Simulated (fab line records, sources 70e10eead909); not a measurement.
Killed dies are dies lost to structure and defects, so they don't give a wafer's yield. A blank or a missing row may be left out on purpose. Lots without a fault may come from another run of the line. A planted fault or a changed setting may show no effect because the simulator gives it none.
A struck lot beside a sound one | flow nand_harc | 14 steps out of a route of 1302
Sound: wafers L568.4, L568.5, L568.6. Struck: wafer L558.1. (L558.4, L558.5 of the same lot were not struck and are left out.) The cause comes at the end.
At each step with rows: each side's tool, then ch and its chambers, then its first start. Under that, the readings that differ: sound wafers | struck wafers | difference of the means | sigmas: that difference in standard deviations of wafers without a fault.
alike: readings whose means differ by less than 2 such deviations, and words and numbers that are the same on both sides. not compared: withheld readings, readings that some wafer has no value for, bounds like >300 that may hide the same value, and numbers for which the record gives no deviation and whose values overlap.
The two part at a step that has a row with sigmas, a row that says differs or no value, or rows on one side only. Numbers that don't overlap but have no deviation are shown without sigmas and don't part them. A reading that every wafer of one side lacks parts them only if that side has two wafers or more.

NHARC_A_WL_FILL_CVD_03: deposits W, target thk 40 nm, time 279 s.
  sound on cvd_w-02 ch 0,1, day 28 10:39; struck on cvd_w-01 ch 0, day 24 20:41
  reading               | sound | struck | difference                   | sigmas
  since_wet_clean_h (h) | - - - | 13     | no value on the sound wafers |
  alike: heater_power_w, throttle_valve_pct
then, 1 step without rows for these wafers: NHARC_A_WL_FILL_ETCHBACK_04 (etches the open film in NF3, target depth 60 nm, time 120 s).
NHARC_A_WL_FILL_ETCHBACK_05: etches the open film in Cl2/BCl3, target depth 22 nm, time 60 s.
  sound on rie_metal-01 ch 0,1, day 28 11:08; struck on rie_metal-01 ch 0, day 24 21:18
  reading                | sound | struck | difference                   | sigmas
  rf_hours_counter_h (h) | - - - | 2.7    | no value on the sound wafers |
  alike: drypump_motor_current_A, oes_product_au, run_length_s
then, 5 steps without rows for these wafers: NHARC_A_WL_FILL_STRIP_27 (strips in N2/H2, time 20 s); NHARC_A_WL_FILL_STRIP_28 (strips in post etch residue remover, time 1200 s); NHARC_A_WL_FILL_PRECLEAN_06 (cleans in DIW, time 300 s); NHARC_A_WL_FILL_SRD_07; NHARC_A_WL_FILL_ANNEAL_08 (time 1800 s).
NHARC_A_WL_FILL_ALD_10: deposits SiO2, target thk 50 nm, pulse time 10 s, ald cycles 500.
  sound on ald_hk-02 ch 1,2, day 28 18:47; struck on ald_hk-04 ch 1, day 25 06:08
  alike: heater_power_w, precursor_pulse_height_rel
  not compared: since_wet_clean_h
NHARC_A_WL_FILL_ETCHBACK_16: etches the open film in C4F8/O2/Ar, target depth 120 nm, time 24 s.
  sound on rie_diel-03 ch 0,3; struck on rie_diel-01 ch 3
  alike: bias_w, oes_product_au, rf_vpp_V, run_length_s
  not compared: rf_hours_counter_h
NHARC_A_WL_FILL_STRIP_29: strips in O2, time 20 s.
  sound on rie_diel-03 ch 1,2, day 28 23:01; struck on rie_diel-01 ch 1, day 25 09:51
  reading                     | sound       | struck | difference | sigmas
  drypump_motor_current_A (A) | 6.1 6.1 6.0 | 5.0    | -1.1       | -3
  alike: oes_product_au, rf_vpp_V, showerhead_plenum_p_Torr, throttle_valve_pct
  not compared: rf_hours_counter_h
NHARC_A_WL_FILL_ETCHBACK_17: etches the open film in Cl2/BCl3, target depth 4 nm, time 26.7 s.
  sound on rie_metal-03 ch 0,1, day 28 23:10; struck on rie_metal-03 ch 0, day 25 09:57
  reading                | sound          | struck | difference                   | sigmas
  rf_hours_counter_h (h) | - - -          | 0.7    | no value on the sound wafers |
  run_length_s (s)       | 48.0 47.5 47.7 | 40.1   | -7.6                         | -22
  alike: drypump_motor_current_A, oes_product_au
then, 2 steps without rows for these wafers: NHARC_A_WL_FILL_PRECLEAN_18 (cleans in dHF, time 30 s); NHARC_END_SORT_01.

WHERE THEY PART
First at NHARC_A_WL_FILL_CVD_03; last, within this record, at NHARC_A_WL_FILL_ETCHBACK_17.

WHY: what the simulator had put in
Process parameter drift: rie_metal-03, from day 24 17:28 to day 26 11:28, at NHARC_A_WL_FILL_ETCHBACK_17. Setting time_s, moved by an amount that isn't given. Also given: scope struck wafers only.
